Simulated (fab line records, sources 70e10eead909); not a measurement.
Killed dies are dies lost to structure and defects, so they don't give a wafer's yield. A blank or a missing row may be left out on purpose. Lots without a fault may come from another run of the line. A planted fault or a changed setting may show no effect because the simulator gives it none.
Chamber matching | flow nand_harc | NHARC_P_M2_DEP_00 on pecvd-04: 3 sister chambers
The step deposits SiOC, target thk 182.5 nm. 6 wafers are shown with their chamber, then 8 later ones without.

WAFERS WITH THEIR CHAMBER
wafer  | chamber | rf_fwd_power_W (W)
L953.6 | 0       | 598.5
L957.3 | 0       | 595.1
L957.4 | 1       | 597.3
L973.5 | 2       | 595.7
L973.6 | 1       | 596.6
L972.1 | 2       | 597.6

WAFERS WITHOUT THEIR CHAMBER
wafer  | rf_fwd_power_W (W)
L972.2 | 596.8
L972.6 | 595.3
L974.1 | 598.7
L974.2 | 600.6
L974.4 | 598.3
L975.1 | 598.3
L975.2 | 598.4
L975.4 | 593.5

WHICH CHAMBER EACH WENT THROUGH
wafer  | from the rows above          | in truth
L972.2 | can't be placed: 0 or 2 or 1 | 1
L972.6 | can't be placed: 2 or 0 or 1 | 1
L974.1 | can't be placed: 1 or 0 or 2 | 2
L974.2 | can't be placed: 1 or 0 or 2 | 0
L974.4 | can't be placed: 1 or 0 or 2 | 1
L975.1 | can't be placed: 1 or 0 or 2 | 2
L975.2 | can't be placed: 1 or 0 or 2 | 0
L975.4 | can't be placed: 2 or 0 or 1 | 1
Placed correctly: 0 of 8. Can't be placed from these rows: 8 (the true chamber is among the candidates in 8). Placed wrongly: 0.
How it was worked out, from the rows above alone: a wafer's distance from a chamber is the root of the sum, over the readings, of the square of ((its reading less the chamber's mean) divided by the reading's scatter). The wafer belongs to the nearest chamber; if the next one is less than 2 further off, it can't be placed. A chamber's mean is the mean of its shown wafers. The scatter: the root of (the sum of the squares of (reading less its chamber's mean) over the shown wafers, divided by (wafers less chambers)).
